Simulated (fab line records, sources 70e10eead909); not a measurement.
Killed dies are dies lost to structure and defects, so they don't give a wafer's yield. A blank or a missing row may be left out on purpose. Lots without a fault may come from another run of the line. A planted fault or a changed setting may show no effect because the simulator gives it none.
A struck lot beside a sound one | flow nand_harc | 20 steps out of a route of 1159
Sound: wafers L312.1, L312.2, L312.6. Struck: wafers L325.1, L325.3, L325.5. The cause comes at the end.
At each step with rows: each side's tool, then ch and its chambers, then its first start. Under that, the readings that differ: sound wafers | struck wafers | difference of the means | sigmas: that difference in standard deviations of wafers without a fault.
alike: readings whose means differ by less than 2 such deviations, and words and numbers that are the same on both sides. not compared: withheld readings, readings that some wafer has no value for, bounds like >300 that may hide the same value, and numbers for which the record gives no deviation and whose values overlap.
The two part at a step that has a row with sigmas, a row that says differs or no value, or rows on one side only. Numbers that don't overlap but have no deviation are shown without sigmas and don't part them. A reading that every wafer of one side lacks parts them only if that side has two wafers or more.

NHARC_P_CONTACT_CMP_24: polishes, t overpolish 30 s, target thk 200 nm.
  sound on cmp-04 ch 0,2,3, day 6 18:37; struck on cmp-04 ch 1,3, day 10 01:50
  alike: motor_current_A, overpolish_run_s, time_to_endpoint_s
then, 1 step without rows for these wafers: NHARC_P_CONTACT_SRD_26.
NHARC_P_CONTACT_INSPECT_27:
  sound on defect_inspect-01, day 6 19:01; struck on defect_inspect-02, day 10 02:14
  alike: raw_defect_count
then, 8 steps without rows for these wafers: NHARC_P_M0_DEP_00 (deposits SiOC, target thk 150 nm); NHARC_P_M0_DEHYDRATE_01 (time 120 s); NHARC_P_M0_HMDS_02 (time 30 s); NHARC_P_M0_COAT_33 (time 65 s); NHARC_P_M0_COAT_03 (resist thk 90 nm); NHARC_P_M0_SOFTBAKE_04 (time 55 s); NHARC_P_M0_EBR_05; NHARC_P_M0_EXPOSE_06 (exposes mask P M0, target cd 90 nm).
NHARC_P_M0_PEB_07: peb time 65 s.
  sound on litho_track-04 ch 0, day 6 19:51; struck on litho_track-01 ch 0, day 10 03:04
  reading                  | sound               | struck            | difference | sigmas
  heater_power_total_W (W) | 156.9 157.0 157.1   | 149.3 149.2 148.2 | -8.1       | -20
  plate_temp_C (C)         | 100.06 100.01 99.94 | 96.34 96.19 96.34 | -3.71      | -29
  alike: chill_plate_temp_C
then, 1 step without rows for these wafers: NHARC_P_M0_DEVELOP_08 (develop time 35 s).
NHARC_P_M0_CD_MEAS_09: target cd 90 nm.
  sound on cd_sem-02 ch 0, day 6 19:56; struck on cd_sem-01 ch 0, day 10 03:09
  reading    | sound          | struck         | difference | sigmas
  cd_nm (nm) | 89.3 89.4 90.0 | 76.5 76.2 75.9 | -13.4      | -24
NHARC_P_M0_OVL_MEAS_10: pitch 180 nm.
  sound on overlay-01, day 6 20:01; struck on overlay-02, day 10 03:14
  alike: overlay_x_nm, overlay_y_nm
NHARC_P_M0_INSPECT_11:
  sound on defect_inspect-02, day 6 20:03; struck on defect_inspect-01, day 10 03:16
  alike: raw_defect_count
NHARC_P_M0_DESCUM_14: chemistry O2, time 3 s.
  sound on rie_diel-12 ch 0,2, day 6 20:07; struck on rie_diel-10 ch 0,1,3, day 10 03:21
  reading               | sound             | struck           | difference | sigmas
  model.P_M0.cd_nm (nm) | 89.41 89.47 90.09 | 76.59 76.4 75.71 | -13.42     |
  alike: drypump_motor_current_A, oes_product_au, rf_vpp_V, showerhead_plenum_p_Torr, throttle_valve_pct
  not compared: rf_hours_counter_h
NHARC_P_M0_ETCH_34: etches the open film in N2/H2, target depth 40 nm, overetch 12 nm, time 43.94 s.
  sound on rie_diel-12 ch 0,1,3, day 6 20:13; struck on rie_diel-10 ch 0,1,3, day 10 03:25
  alike: drypump_motor_current_A, oes_product_au, rf_vpp_V, showerhead_plenum_p_Torr, throttle_valve_pct
  not compared: rf_hours_counter_h
NHARC_P_M0_ETCH_15: etches the open film in C4F8/Ar, target depth 150 nm, overetch 15 nm, time 82.5 s.
  sound on rie_diel-12 ch 0,1; struck on rie_diel-10 ch 1,3
  reading               | sound             | struck            | difference | sigmas
  model.P_M0.cd_nm (nm) | 89.16 89.64 90.05 | 76.22 76.48 75.85 | -13.43     |
  alike: oes_product_au, rf_vpp_V
  not compared: rf_hours_counter_h
NHARC_P_M0_CD_MEAS_16:
  sound on cd_sem-01, day 6 20:25; struck on cd_sem-02, day 10 03:38
  reading    | sound          | struck         | difference | sigmas
  cd_nm (nm) | 89.4 90.0 90.1 | 75.9 76.3 75.8 | -13.8      | -21

WHERE THEY PART
First at NHARC_P_M0_PEB_07; last, within this record, at NHARC_P_M0_CD_MEAS_16.

WHY: what the simulator had put in
Process parameter drift: litho_track-01, from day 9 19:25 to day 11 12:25, at NHARC_P_M0_PEB_07. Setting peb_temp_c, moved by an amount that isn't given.
